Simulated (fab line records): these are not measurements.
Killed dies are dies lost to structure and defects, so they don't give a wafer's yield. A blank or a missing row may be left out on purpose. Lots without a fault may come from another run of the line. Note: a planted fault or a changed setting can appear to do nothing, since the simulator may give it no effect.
Comparing a struck lot with a sound one ; flow n5_finfet ; 36 steps out of a route of 1938
Sound: the wafers L933.3, L933.4, L933.6. Struck: wafers L927.2, L927.3, L927.5. The cause comes at the end.
Each step with rows lists, per side, the tool, then ch with its chambers, then its first start. Under that, the readings that differ: sound wafers ; struck wafers ; difference of the means ; sigmas: that difference in standard deviations of wafers without a fault.
alike: readings whose means differ by less than 2 such deviations, and words and numbers that are the same on both sides. not compared: withheld readings, readings that some wafer has no value for, bounds like >300 that may hide the same value, and numbers for which the record gives no deviation and whose values overlap.
A row with sigmas, a row that says differs or no value, or rows on one side alone: a step with any of these is where the two part. Non-overlapping numbers with no deviation appear without sigmas and do not part them. A reading missing from all wafers of one side parts the sides only when that side holds two or more wafers.

first, 9 steps without rows for these wafers: N5_BEOL_M5_ANNEAL_89 (time 1800 s); N5_BEOL_M5_SPUTTER_90 (material Cu, target thk 4.5 nm, time 8.29 s); N5_BEOL_M5_ECD_50 (material Cu, target thk 300 nm); N5_BEOL_M5_ANNEAL_51 (time 90 s); N5_BEOL_M5_CMP_52 (polishes, stops on SiCOH lowk, t overpolish 6.9 s, target thk 62 nm); N5_BEOL_M5_PRE_CLEAN_77 (time 15 s); N5_BEOL_M5_CO_CAP_78 (material Co, precursor CCTBA/H2, target thk 2 nm, time 102.1 s); N5_BEOL_M5_PRE_CLEAN_55 (time 15 s); N5_BEOL_M5_DEP_56 (deposits SiCN from 3MS/NH3, target thk 8 nm, time 14 s).
N5_BEOL_M6_ILD_DEP_00: deposits SiCOH lowk from DEMS/porogen, target thk 179.75 nm, time 33.4 s.
  sound on pecvd-04 ch 0,1,2, day 14 14:06; struck on pecvd-03 ch 0,2, day 12 15:13
reading;sound;struck;difference;sigmas
susceptor_temp_C (C);299.96 299.86 300.15;295.90 296.00 295.66;-4.14;-22
model.SiCOH_lowk_of_BEOL_M6_ILD_DEP_00.thk_nm (nm);177.2 184.2 183.8;185.4 184.4 187.4;+4.0;
  alike: heater_power_w, showerhead_plenum_p_Torr, throttle_valve_pct
then, 24 steps without rows for these wafers: N5_BEOL_M6_CURE_74 (cures SiCOH lowk, time 240 s); N5_BEOL_M6_PECVD_70 (deposits SiO2 from TEOS/O2, target thk 20 nm, time 22.7 s); N5_BEOL_M6_HM_DEP_02 (deposits TiN, target thk 20 nm); N5_BEOL_M6_COAT_59 (time 60 s, resist thk 100 nm); N5_BEOL_M6_COAT_60 (time 60 s, resist thk 35 nm); N5_BEOL_M6_COAT_05 (resist thk 90 nm); N5_BEOL_M6_EBR_07; N5_BEOL_M6_SOFTBAKE_06 (time 60 s); N5_BEOL_M6_EXPOSE_08 (exposes mask M6); N5_BEOL_M6_PEB_09 (peb time 60 s); N5_BEOL_M6_DEVELOP_10 (develop time 30 s); N5_BEOL_M6_DESCUM_16 (chemistry O2, time 7.9 s); N5_BEOL_M6_ETCH_61 (etches SiARC in CF4, target depth 45.5 nm, time 75.8 s); N5_BEOL_M6_ETCH_62 (etches SOC in N2/H2, target depth 110 nm, overetch 22 nm, time 165 s); N5_BEOL_M6_STRIP_68 (strips in N2/H2); N5_BEOL_M6_STRIP_67 (strips in CF4); N5_BEOL_M6_HM_OPEN_17 (chemistry Cl2/BCl3, target TiN, target depth 20 nm, overetch 6 nm); N5_BEOL_M6_STRIP_19 (strips in O2); N5_BEOL_M6_COAT_63 (time 60 s, resist thk 60 nm); N5_BEOL_M6_COAT_64 (time 60 s, resist thk 12 nm); N5_BEOL_M6_COAT_71 (time 60 s, resist thk 5 nm); N5_BEOL_M6_COAT_22 (resist thk 30 nm); N5_BEOL_M6_EBR_24; N5_BEOL_M6_SOFTBAKE_23 (time 60 s).
N5_BEOL_M6_CMP_52: polishes, stops on SiCOH lowk, t overpolish 6.9 s, target thk 80 nm.
  sound on cmp-03 ch 0,3, day 15 00:47; struck on cmp-02 ch 2,3, day 13 01:21
  alike: barrier_field_endpoint_s, motor_current_A, overpolish_run_s, time_to_endpoint_s
  not compared: model.SiCOH_lowk_of_BEOL_M6_ILD_DEP_00.thk_nm
-- a jump in the record: the struck wafers' starts before and after are 3 days apart (it breaks off in module BEOL_M6 and resumes in module PASSIVATION, where the first step shown is number 1936 of the route) --
N5_PASSIVATION_PROBE_49:
  only the struck wafers here have rows in the record (prober-01, day 16 11:36); the sound ones have none

## WHERE THEY PART
First at N5_BEOL_M6_ILD_DEP_00; last, within this record, at N5_PASSIVATION_PROBE_49.

WHY: what had been put in by the simulator
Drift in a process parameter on pecvd-03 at N5_BEOL_M6_ILD_DEP_00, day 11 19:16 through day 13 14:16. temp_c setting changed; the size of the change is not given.
